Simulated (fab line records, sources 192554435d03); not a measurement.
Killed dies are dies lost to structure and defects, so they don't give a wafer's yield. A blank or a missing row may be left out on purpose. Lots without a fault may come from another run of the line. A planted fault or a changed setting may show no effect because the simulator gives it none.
Split-lot experiment | flow n5_finfet | 7 lots, 21 wafers read, on a route of 1938 steps

THE SPLIT
At N5_BEOL_M9_COAT_22 (resist thk 30 nm), the setting spin_rpm was moved away from the recipe's 1500 rpm on 8 of the 21 wafers read, by -2.8% to +10.6%. The other wafers ran this setting at the recipe's value.

FROM THE SPLIT TO THE READING: what the file shows between them, 3 steps
- N5_BEOL_M9_EBR_24
- N5_BEOL_M9_SOFTBAKE_23: time 60 s
- N5_BEOL_M9_DESCUM_33: chemistry O2, time 7 s

THE READING
CAR-EUV_of_BEOL_M9_COAT_22.thk_nm (the simulator's own value, which no gauge read), in nm, at N5_BEOL_M9_ETCH_76 (etches underlayer in N2/H2, target depth 6.5 nm, time 5.2 s). The file gives no usual value for it. The 13 wafers here that ran the recipe average 20.4 nm, standard deviation 0.053 nm.

wafer  | tool, chamber at the split | spin_rpm as run, rpm | against the recipe | CAR-EUV_of_BEOL_M9_COAT_22.thk_nm, nm | against lot-mates on the recipe
L074.1 | litho_track-01, 0          | 1500                 | recipe             | 20.4                                  | -
L074.5 | litho_track-01, 0          | 1605                 | +7.0%              | 19.6                                  | -0.8
L074.6 | litho_track-01, 0          | 1605                 | +7.0%              | 19.4                                  | -1.0
L077.1 | litho_track-01, 0          | 1500                 | recipe             | 20.4                                  | -
L077.3 | litho_track-01, 0          | 1500                 | recipe             | 20.4                                  | -
L077.2 | litho_track-01, 0          | 1659                 | +10.6%             | 18.8                                  | -1.6
L082.1 | litho_track-05, 0          | 1500                 | recipe             | 20.4                                  | -
L082.4 | litho_track-05, 0          | 1500                 | recipe             | 20.4                                  | -
L082.5 | litho_track-05, 0          | 1500                 | recipe             | 20.4                                  | -
L083.3 | litho_track-02, 0          | 1500                 | recipe             | 20.2                                  | -
L083.4 | litho_track-02, 0          | 1500                 | recipe             | 20.4                                  | -
L083.6 | litho_track-02, 0          | 1500                 | recipe             | 20.4                                  | -
L091.1 | litho_track-05, 0          | 1568                 | +4.5%              | 19.8                                  | -0.6
L091.2 | litho_track-05, 0          | 1500                 | recipe             | 20.4                                  | -
L091.4 | litho_track-05, 0          | 1500                 | recipe             | 20.4                                  | -
L092.2 | litho_track-02, 0          | 1630                 | +8.7%              | 19                                    | no lot-mate on the recipe
L092.5 | litho_track-02, 0          | 1630                 | +8.7%              | 19                                    | no lot-mate on the recipe
L092.6 | litho_track-02, 0          | 1630                 | +8.7%              | 19.2                                  | no lot-mate on the recipe
L094.1 | litho_track-01, 0          | 1500                 | recipe             | 20.4                                  | -
L094.3 | litho_track-01, 0          | 1500                 | recipe             | 20.4                                  | -
L094.5 | litho_track-01, 0          | 1458                 | -2.8%              | 20.8                                  | +0.4

THE FIT
A straight line over all 21 wafers: CAR-EUV_of_BEOL_M9_COAT_22.thk_nm changes by -0.146 nm for each +1% of spin_rpm; r = -0.99; the points scatter about the line by 0.085 nm.
The same after taking each lot's own level away (the mean of its wafers on the recipe; 18 wafers): -0.141 nm for each +1%; r = -0.99; scatter 0.068 nm.
On that fit, the largest move of spin_rpm shifts the reading by 1.5 nm.
The lots' own levels span 20.33 to 20.40 nm, that is 1.3 times the standard deviation above.
So the lot-to-lot level changes the slope little: the two slopes agree.
Check: with one of the wafers moved furthest among these (+10.6%) left out of the fit, the line predicts -1.38 nm for it against its lot-mates. It came out at -1.6 nm against them.

OTHER SPLITS ON THESE WAFERS
These wafers also went through other splits before the reading. Each is held against what the fit with the lots' levels taken away leaves over:
other split on the same wafers    | wafers away from the commonest value | r with CAR-EUV_of_BEOL_M9_COAT_22.thk_nm (lot level and that fit taken away)
N5_BEOL_M8_COAT_71 spin_rpm       | 9                                    | +0.11
N5_BEOL_M9_HM_DEP_02 target_thk_a | 10                                   | +0.00
N5_BEOL_M9_COAT_05 spin_rpm       | 6                                    | +0.06

THE WHOLE CHAIN: every reading that the file lists as answering this split, in the file's order
step                 | what it does                                                | reading                                                                            | change (the file's fit)               | r (the file's)
N5_BEOL_M9_COAT_22   | resist thk 30 nm                                            | CAR-EUV_of_BEOL_M9_COAT_22.thk_nm (the simulator's own value, which no gauge read) | -0.134 nm for each +1% of the setting | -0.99
N5_BEOL_M9_DESCUM_33 | chemistry O2, time 7 s                                      | CAR-EUV_of_BEOL_M9_COAT_22.thk_nm (the simulator's own value, which no gauge read) | -0.147 nm for each +1% of the setting | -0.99
N5_BEOL_M9_ETCH_76   | etches underlayer in N2/H2, target depth 6.5 nm, time 5.2 s | CAR-EUV_of_BEOL_M9_COAT_22.thk_nm (the simulator's own value, which no gauge read) | -0.143 nm for each +1% of the setting | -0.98

THE FILE'S OWN FIT
CAR-EUV_of_BEOL_M9_COAT_22.thk_nm changes by -0.143 nm for each +1% of spin_rpm, r = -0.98.
